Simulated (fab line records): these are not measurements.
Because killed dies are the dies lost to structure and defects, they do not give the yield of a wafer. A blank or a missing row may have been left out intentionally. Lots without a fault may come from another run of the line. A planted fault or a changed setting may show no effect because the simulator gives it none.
fab line records	flow n5_finfet
record lots=9	wafers=27	last_day=18
route steps=1938 shown SD_EPI_N@282 SD_EPI_P@311 BEOL_M4@1111 PASSIVATION@1936
lots untouched by any fault: they come from a run of this same line in which no faults occurred
start_h: hours from the record's opening day to when the first of the lot's shown wafers began	wait_h: hours since the lot's step before	" the same as in the row above	L1.1+2: several wafers, shown together as one row	- no value, or no start was given	* or withheld: withheld	< > ~ a bound
route shown NAME@n: NAME is a module with steps in the file, n the number in the route of the first one	usual: average and standard deviation across the fault-free wafers	same: alike in all rows	chamber/n: place in a boat	sites: readings site by site	_std_site: standard deviation across them	_edge_site: the outer-site mean with the inner-site mean subtracted	radius_mm: for every site, how far away it sits from the centre of the wafer	mask NAME#n: copy n	behind: the most recent tool/chamber to have shaped the wafer	hold: why the lot was held/for how many hours/how that ended	device: the transistor (n, p or np) that didn't switch	end of line: the route-end tests of the same wafers	a step with no rows: only its recipe	killed: not the wafer's yield, but the dies lost to structure and defects at the first sort	map: dies across one wafer; x = killed, . = not, _ = none there
set.NAME: the run value of the setting; set.NAME@STEP: its run value at that earlier step	model.NAME: the simulator's own value behind a step, which no gauge read
the route's steps for a sample of lots (tables are steps, rows are wafers)
services: when a tool's chamber went out of use (start_h, in hours from the record's first day, below 0 if earlier), for how many hours, and the reason
## steps
# step N5_SD_EPI_N_STRIP_38
# recipe chemistry=N2/H2	power_w=1000	temp_c=250	h2_frac=0.65	overash_fraction=0.3	pressure_mtorr=withheld	n2_flow_sccm=1750	h2_flow_sccm=3250
# usual drypump_motor_current_A=5.8/0.51	h2_flow_sccm=3249/9	heater_power_w=381/36	oes_product_au=0.759/0.012
lot.wafer	tool	chamber	start_h	wait_h	drypump_motor_current_A	h2_flow_sccm	heater_power_w	oes_product_au	rf_hours_counter_h
L384.1	plasma_asher-02	0	53.74	0.2	6.3	3260	394	0.764	31
L384.5	"	1	"	"	5.2	3243	398	0.770	-
L384.6	"	0	"	"	6.3	3247	402	0.745	-
L386.1	plasma_asher-02	1	63.63	0.1	5.2	3248	395	0.739	33
L386.3	"	1	"	"	5.2	3255	397	0.766	-
L386.6	"	1	"	"	5.2	3244	396	0.743	-
L385.2	plasma_asher-02	0	67.32	0.1	6.3	3238	399	0.752	33
L385.4	"	1	"	"	5.2	3249	391	0.740	-
L385.6	"	1	"	"	5.2	3256	379	0.770	-
L387.1	plasma_asher-02	0	73.15	0.1	6.3	3239	402	0.772	34
L387.3	"	1	"	"	5.2	3253	391	0.767	-
L387.6	"	0	"	"	6.3	3256	391	0.754	-
L392.1	plasma_asher-02	1	98.43	0.1	5.2	3260	390	0.768	41
L392.2	"	0	"	"	6.3	3235	409	0.772	41
L392.4	"	0	"	"	6.3	3259	401	0.747	-
L395.2	plasma_asher-01	1	119.18	0.1	6.0	3237	339	0.766	95
L395.3	"	1	"	"	6.0	3237	338	0.761	-
L395.6	"	0	"	"	5.7	3244	291	0.781	-
L396.1	plasma_asher-02	0	130.81	0.1	6.3	3239	403	0.759	51
L396.3	"	0	"	"	6.3	3239	412	0.771	-
L396.6	"	0	"	"	6.3	3233	403	0.774	-
L406.2	plasma_asher-02	1	181.83	0.1	5.2	3247	392	0.746	62
L406.3	"	0	"	"	6.3	3243	402	0.771	-
L406.4	"	1	"	"	5.2	3252	401	0.758	-
L407.2	plasma_asher-02	1	189.64	0.1	5.2	3257	386	0.766	63
L407.4	"	0	"	"	6.3	3249	399	0.774	-
L407.5	"	0	"	"	6.3	3256	394	0.748	-
# step N5_SD_EPI_N_LINER_46
# recipe material=SiNx	target_thk_a=30	temp_c=400	ald_precursor_family=SiH2I2	ald_co_reactant=N2/H2-plasma	pressure_torr=2
# usual heater_power_w=836/69
lot.wafer	tool	chamber	start_h	wait_h	heater_power_w
L384.1	ald_sin-03	1	57.61	0.4	871
L384.5	"	0	"	"	862
L384.6	"	1	"	"	864
L386.1	ald_sin-01	0	66.55	0.2	830
L386.3	"	2	"	"	712
L386.6	"	1	"	"	913
L385.2	ald_sin-02	3	70.97	0.1	915
L385.4	"	0	"	"	925
L385.6	"	1	"	"	838
L387.1	ald_sin-03	1	76.07	0.2	845
L387.3	"	3	"	"	867
L387.6	"	3	"	"	854
L392.1	ald_sin-03	3	103.10	0.2	831
L392.2	"	0	"	"	826
L392.4	"	1	"	"	813
L395.2	ald_sin-03	1	122.12	0.2	790
L395.3	"	2	"	"	715
L395.6	"	3	"	"	833
L396.1	ald_sin-01	3	133.90	0.3	801
L396.3	"	2	"	"	735
L396.6	"	1	"	"	884
L406.2	ald_sin-03	3	184.74	0.1	843
L406.3	"	2	"	"	727
L406.4	"	1	"	"	831
L407.2	ald_sin-01	0	194.31	0.1	789
L407.4	"	2	"	"	716
L407.5	"	2	"	"	714
# step N5_SD_EPI_P_ETCH_47
# recipe chemistry=CH3F/O2	target=SiOCN	target_depth_a=250	mask_material=SOC	ion_energy_ev=60	bias_w=29	pressure_mtorr=30	source_w=410	Ar_flow_sccm=150	CH3F_flow_sccm=30	O2_flow_sccm=20
# usual bias_w=29.00/0.086	drypump_motor_current_A=5.9/0.35	oes_f_703_au=0.79/0.097	oes_product_au=0.79/0.096	rf_vpp_V=127.8/2	showerhead_plenum_p_Torr=2.00/0.075	throttle_valve_pct=16.35/0.23
lot.wafer	tool	chamber	start_h	wait_h	bias_w	drypump_motor_current_A	oes_f_703_au	oes_product_au	rf_hours_counter_h	rf_vpp_V	showerhead_plenum_p_Torr	throttle_valve_pct
L384.1	rie_diel-06	2	58.86	0.1	29.08	5.9	0.76	0.77	96	128.2	2.10	15.96
L384.5	"	1	"	"	28.91	5.9	0.72	0.71	-	127.0	1.89	16.46
L384.6	"	2	"	"	29.07	5.9	0.76	0.77	-	127.4	2.10	15.98
L386.1	rie_diel-06	2	67.81	0.1	29.01	5.9	0.75	0.77	100	127.7	2.10	15.98
L386.3	"	3	"	"	28.90	5.9	0.87	0.89	36	127.9	1.96	16.55
L386.6	"	1	"	"	28.96	5.9	0.72	0.71	-	127.8	1.89	16.48
L385.2	rie_diel-02	1	72.23	0.1	29.04	5.9	0.77	0.78	113	129.2	2.01	16.46
L385.4	"	2	"	"	29.07	5.2	0.65	0.66	-	129.5	2.05	16.63
L385.6	"	1	"	"	29.05	5.9	0.77	0.78	-	129.0	2.01	16.45
L387.1	rie_diel-04	1	77.24	0.1	28.88	5.8	0.72	0.70	204	124.8	1.99	16.54
L387.3	"	3	"	"	29.10	5.4	0.93	0.92	22	127.9	2.06	15.97
L387.6	"	3	"	"	29.05	5.4	0.93	0.91	-	128.4	2.06	15.98
L392.1	rie_diel-02	3	104.35	0.1	28.98	5.9	0.97	0.94	12	124.4	2.06	16.23
L392.2	"	1	"	"	29.01	5.9	0.76	0.77	124	129.0	2.01	16.48
L392.4	"	2	"	"	29.23	5.2	0.96	0.98	2	128.1	2.05	16.17
L395.2	rie_diel-06	1	124.14	0.1	28.95	6.0	0.70	0.69	234	127.0	1.88	16.50
L395.3	"	0	"	"	28.99	5.9	0.97	0.94	12	127.3	2.06	15.94
L395.6	"	3	"	"	28.91	5.9	0.85	0.88	-	128.8	1.95	16.59
L396.1	rie_diel-02	3	135.03	0.1	28.90	5.9	0.93	0.91	21	124.5	2.06	16.23
L396.3	"	0	"	"	28.94	6.6	0.71	0.70	208	127.5	1.90	16.45
L396.6	"	1	"	"	29.11	5.9	0.75	0.75	-	129.7	2.00	16.51
L406.2	rie_diel-06	0	185.99	0.1	28.96	5.9	0.92	0.89	30	127.3	2.05	15.98
L406.3	"	2	"	"	29.00	5.9	0.73	0.73	134	128.5	2.09	16.05
L406.4	"	2	"	"	28.96	5.9	0.73	0.73	-	128.0	2.09	16.05
L407.2	rie_diel-04	0	195.56	0.1	29.05	6.3	0.68	0.67	261	129.6	1.88	16.69
L407.4	"	1	"	"	29.14	5.9	0.69	0.66	-	125.0	1.98	16.64
L407.5	"	0	"	"	29.00	6.3	0.68	0.67	-	129.7	1.88	16.68
# step N5_SD_EPI_P_STRIP_40
# recipe chemistry=N2/H2	power_w=1000	temp_c=250	h2_frac=0.65	overash_fraction=0.3	pressure_mtorr=withheld	n2_flow_sccm=1750	h2_flow_sccm=3250
# usual drypump_motor_current_A=5.8/0.43	h2_flow_sccm=3249/9.1	heater_power_w=361/44	oes_product_au=0.762/0.011
lot.wafer	tool	chamber	start_h	wait_h	drypump_motor_current_A	h2_flow_sccm	heater_power_w	oes_product_au	rf_hours_counter_h
L384.1	plasma_asher-02	0	59.18	0.0	6.3	3261	400	0.755	32
L384.5	"	1	"	"	5.2	3244	391	0.762	-
L384.6	"	0	"	"	6.3	3243	399	0.751	-
L386.1	plasma_asher-01	0	68.13	0.0	5.7	3248	288	0.742	90
L386.3	"	1	"	"	6.0	3241	350	0.763	-
L386.6	"	0	"	"	5.7	3253	298	0.741	-
L385.2	plasma_asher-01	0	72.54	0.0	5.7	3240	288	0.770	91
L385.4	"	1	"	"	6.0	3250	342	0.748	-
L385.6	"	1	"	"	6.0	3259	344	0.766	-
L387.1	plasma_asher-01	0	77.56	0.0	5.7	3257	299	0.761	92
L387.3	"	0	"	"	5.7	3243	285	0.754	-
L387.6	"	0	"	"	5.7	3255	289	0.752	-
L392.1	plasma_asher-02	0	104.67	0.0	6.3	3253	403	0.758	43
L392.2	"	1	"	"	5.2	3245	391	0.748	43
L392.4	"	1	"	"	5.2	3262	386	0.749	-
L395.2	plasma_asher-01	1	124.46	0.0	6.0	3236	338	0.767	96
L395.3	"	0	"	"	5.7	3247	293	0.739	-
L395.6	"	1	"	"	6.0	3243	350	0.774	-
L396.1	plasma_asher-01	1	135.36	0.0	6.0	3256	354	0.766	98
L396.3	"	1	"	"	6.0	3238	348	0.775	-
L396.6	"	0	"	"	5.7	3234	294	0.769	-
L406.2	plasma_asher-01	1	186.31	0.0	-	-	-	-	-
L406.3	"	0	"	"	-	-	-	-	-
L406.4	"	1	"	"	-	-	-	-	-
L407.2	plasma_asher-01	1	195.88	0.0	-	-	-	-	-
L407.4	"	1	"	"	-	-	-	-	-
L407.5	"	1	"	"	-	-	-	-	-
# step N5_SD_EPI_P_INSPECT_26
# recipe inspect_instrument=darkfield	mode=post_epi
# usual raw_defect_count=185/46
lot.wafer	tool	chamber	start_h	wait_h	raw_defect_count
L384.1	defect_inspect-02	-	62.08	0.0	242
L384.5	"	-	"	"	168
L384.6	"	-	"	"	183
L386.1	defect_inspect-02	-	71.01	0.0	145
L386.3	"	-	"	"	170
L386.6	"	-	"	"	189
L385.2	defect_inspect-02	-	76.27	0.0	148
L385.4	"	-	"	"	196
L385.6	"	-	"	"	200
L387.1	defect_inspect-01	-	80.45	0.0	159
L387.3	"	-	"	"	163
L387.6	"	-	"	"	183
L392.1	defect_inspect-02	-	107.56	0.0	212
L392.2	"	-	"	"	219
L392.4	"	-	"	"	190
L395.2	defect_inspect-01	-	127.35	0.0	252
L395.3	"	-	"	"	264
L395.6	"	-	"	"	181
L396.1	defect_inspect-02	-	138.24	0.0	238
L396.3	"	-	"	"	290
L396.6	"	-	"	"	217
L406.2	defect_inspect-02	-	189.32	0.0	1419
L406.3	"	-	"	"	1536
L406.4	"	-	"	"	1402
L407.2	defect_inspect-01	-	198.78	0.0	1452
L407.4	"	-	"	"	1417
L407.5	"	-	"	"	1459
# step N5_BEOL_M4_RC_MEAS_101
# usual DIBL_N=37.1/1.8	DIBL_P=37.2/2.1	IOFF_N=0.17/0.033	IOFF_P=0.22/0.037	ION_N=680/11	ION_P=464/7.7	SS_N=71.7/0.63	SS_P=73.6/0.67	VT_N=248.9/2.9	VT_P=-251/3.6
lot.wafer	tool	chamber	start_h	wait_h	DIBL_N[mV/V]	DIBL_P[mV/V]	IOFF_N[nA/um]	IOFF_P[nA/um]	ION_N[uA/um]	ION_P[uA/um]	SS_N[mV/dec]	SS_P[mV/dec]	VT_N[mV]	VT_P[mV]
L386.1	prober-01	0	187.64	0.0	37.7	39.0	0.21	0.24	684	467	72.2	74.0	244.9	-249
L386.3	"	0	"	"	32.4	32.8	0.11	0.15	666	458	70.6	72.1	253.1	-256
L386.6	"	0	"	"	36.1	37.3	0.18	0.21	682	465	71.9	73.8	246.9	-250
L387.1	prober-02	0	190.94	0.0	38.7	40.6	0.22	0.26	701	473	72.0	74.6	242.9	-248
L387.3	"	0	"	"	35.8	36.7	0.14	0.18	676	455	71.4	73.2	251.4	-256
L387.6	"	0	"	"	34.1	33.8	0.12	0.15	667	454	71.0	72.5	251.3	-256
L385.2	prober-02	0	193.68	0.2	37.2	37.9	0.19	0.27	674	466	71.7	73.9	244.5	-245
L385.4	"	0	"	"	34.4	34.7	0.15	0.20	675	464	72.2	72.8	250.0	-248
L385.6	"	0	"	"	36.1	36.9	0.16	0.24	679	473	72.1	74.3	250.0	-245
L384.1	prober-02	0	213.05	0.0	37.9	37.9	0.17	0.20	671	454	72.0	73.3	250.8	-250
L384.5	"	0	"	"	38.6	38.6	0.19	0.22	677	459	72.0	73.4	247.7	-249
L384.6	"	0	"	"	38.9	40.7	0.21	0.26	713	480	71.7	73.4	244.9	-249
L392.1	prober-01	0	219.82	0.0	37.7	37.9	0.15	0.19	665	458	71.3	74.0	251.8	-255
L392.2	"	0	"	"	37.6	37.6	0.16	0.18	673	454	71.9	72.9	252.4	-257
L392.4	"	0	"	"	34.5	35.4	0.11	0.15	655	452	70.6	73.1	255.9	-258
L395.2	prober-01	0	240.99	0.2	38.3	38.8	0.17	0.24	671	463	71.8	75.1	250.1	-246
L395.3	"	0	"	"	37.0	36.4	0.16	0.21	691	468	71.1	73.4	248.5	-252
L395.6	"	0	"	"	35.7	34.3	0.14	0.17	672	457	71.4	72.9	251.5	-251
L396.1	prober-02	0	259.07	0.0	39.2	40.1	0.20	0.23	673	452	72.7	74.4	249.5	-252
L396.3	"	0	"	"	37.0	38.1	0.16	0.19	679	458	71.3	74.2	249.1	-253
L396.6	"	0	"	"	38.2	39.8	0.20	0.23	686	465	72.0	74.5	248.2	-250
# step N5_PASSIVATION_PROBE_49
# usual defect_limited_yield=91.7/1.5	killed_at_M0_to_M3=32/10	killed_at_M4_up=14/5.3	killed_at_contacts=13/5.7	killed_at_front_end=37/10	killed_at_other=3.3/2.5	killed_dies=98/18	killed_on_rim=13/3.6	killed_open=65/13	killed_short=31/7.5	sort_bin_5_function=4.9/0.91	sort_bin_6_memory=3.1/0.71	sort_bin_8_speed=0.00/0.017	sort_n_pass=1082/18	sort_yield_pct=91.7/1.5
# same gross_dies=1180	killed_at_back_side=0	sort_bin_4_leakage[%]=0
lot.wafer	tool	chamber	start_h	wait_h	defect_limited_yield[%]	killed_at_M0_to_M3	killed_at_M4_up	killed_at_contacts	killed_at_front_end	killed_at_other	killed_dies	killed_on_rim	killed_open	killed_short	sort_bin_5_function[%]	sort_bin_6_memory[%]	sort_bin_8_speed[%]	sort_n_pass	sort_yield_pct[%]
L407.2	prober-01	-	432.68	0.1	0	17	17	7	1139	0	1180	152	44	19	98.1	1.8	0	0	0
L407.4	prober-01	-	432.78	0.2	0	22	13	18	1124	3	1180	152	64	19	97.2	2.5	0	0	0
L407.5	prober-01	-	432.83	0.2	0	29	25	14	1111	1	1180	152	53	37	97.0	2.8	0	0	0
L406.2	prober-02	-	434.63	0.1	0	29	12	16	1121	2	1180	152	69	36	96.6	3.1	0	0	0
L406.3	prober-02	-	434.68	0.1	0	24	13	12	1121	10	1180	152	54	37	97.2	2.4	0	0	0
L406.4	prober-02	-	434.73	0.2	0	41	16	23	1099	1	1180	152	82	46	95.3	4.4	0	0	0
# killed by level:class
L407.2 SD_EPI_P:area_epi=1117 BEOL_M4:geometric_particle:open=13 ILD0:geometric_particle:short=5 MOL_CONTACT_COAG:geometric_particle:open=5 BEOL_M3:geometric_particle:open=5 ILD0:geometric_particle:open=4 BEOL_M0_SAQP:geometric_particle:short=4 STI_FIN_REVEAL:geometric_particle:open=3
L407.4 SD_EPI_P:area_epi=1096 MOL_CONTACT_COAG:geometric_particle:open=16 BEOL_M1:geometric_particle:open=8 BEOL_M2:geometric_particle:open=6 BEOL_M4:geometric_particle:open=5 STI_FIN_REVEAL:geometric_particle:open=4 DUMMY_GATE:geometric_particle:open=4 GATE_CUT:geometric_particle:short=4
L407.5 SD_EPI_P:area_epi=1090 BEOL_M4:geometric_particle:open=15 BEOL_M0_SAQP:geometric_particle:short=9 MOL_CONTACT_COAG:geometric_particle:open=8 FIN_SAQP:geometric_particle:short=7 MOL_CONTACT_COAG:geometric_particle:short=6 BEOL_M2:geometric_particle:open=5 BEOL_M3:geometric_particle:open=5
L406.2 SD_EPI_P:area_epi=1074 FIN_SAQP:geometric_particle:open=14 MOL_CONTACT_COAG:geometric_particle:open=12 BEOL_M0_SAQP:geometric_particle:open=11 BEOL_M0_SAQP:geometric_particle:short=10 STI_FIN_REVEAL:geometric_particle:open=8 GATE_CUT:geometric_particle:short=8 FIN_SAQP:geometric_particle:short=6
L406.3 SD_EPI_P:area_epi=1088 FIN_SAQP:geometric_particle:open=12 BEOL_M0_SAQP:geometric_particle:short=8 BEOL_M0_SAQP:geometric_particle:open=8 MOL_CONTACT_COAG:geometric_particle:open=7 FIN_SAQP:geometric_particle:short=5 MOL_CONTACT_COAG:geometric_particle:short=5 GATE_CUT:geometric_particle:short=4
L406.4 SD_EPI_P:area_epi=1052 MOL_CONTACT_COAG:geometric_particle:open=19 BEOL_M0_SAQP:geometric_particle:short=19 FIN_SAQP:geometric_particle:open=16 BEOL_M0_SAQP:geometric_particle:open=12 GATE_CUT:geometric_particle:short=7 BEOL_M5:geometric_particle:open=6 STI_FIN_REVEAL:geometric_particle:open=5
## services
tool	chamber	start_h	hours	kind
ald_sin-02	0	42.15	21.8	repair
ald_sin-01	0	47.41	8.8	repair
rie_diel-02	0	50.13	6.4	repair
rie_diel-02	2	52.59	7.0	repair
ald_sin-01	-	56.26	2.8	pm
rie_diel-06	-	75.17	0.9	repair
plasma_asher-01	-	78.85	28.1	pm
ald_sin-03	-	87.38	14.0	pm
ald_sin-03	0	87.38	14.0	vent_cycle
ald_sin-03	1	87.38	14.0	vent_cycle
ald_sin-03	2	87.38	14.0	vent_cycle
ald_sin-03	3	87.38	14.0	vent_cycle
rie_diel-04	2	96.92	132.0	repair
ald_sin-03	0	101.38	-	clean
ald_sin-03	1	101.38	-	clean
ald_sin-03	2	101.38	-	clean
ald_sin-03	3	101.38	-	clean
ald_sin-02	1	106.60	13.3	repair
plasma_asher-02	-	122.28	3.3	repair
plasma_asher-02	-	139.91	0.9	repair
rie_diel-02	2	161.44	8.3	repair
plasma_asher-01	-	162.20	3.4	repair
ald_sin-01	-	178.19	14.0	pm
rie_diel-02	1	183.49	5.8	repair
## key
first_sign step=N5_SD_EPI_P_STRIP_40	reading=tool_record	direction=missing
effect step=N5_SD_EPI_P_INSPECT_26	reading=raw_defect_count	direction=up	sigmas=28	usual=185	struck=1448
effect step=N5_PASSIVATION_PROBE_49	reading=killed_at_front_end	direction=up	sigmas=99+	usual=37	struck=1119
more_kills_born_at N5_SD_EPI_P_EPI_21@epi_rpcvd-04=6517
met_at N5_SD_EPI_P_STRIP_40
struck_lots L406,L407
later_rows_left_out L406.2,L406.3,L406.4,L407.2,L407.4,L407.5
not_acting_at N5_SD_EPI_N_STRIP_38,N5_SD_EPI_N_LINER_46,N5_SD_EPI_P_ETCH_47
onset_between 135.36 186.31
fault kind=skipped_step_whole	tool=plasma_asher-01	chamber=-	onset_h=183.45	steps=N5_SD_EPI_P_STRIP_40	scope=struck_lots_only
# later_rows_left_out: the simulator's readings of these wafers behind a module that went badly wrong aren't trusted and aren't shown, but for the sort
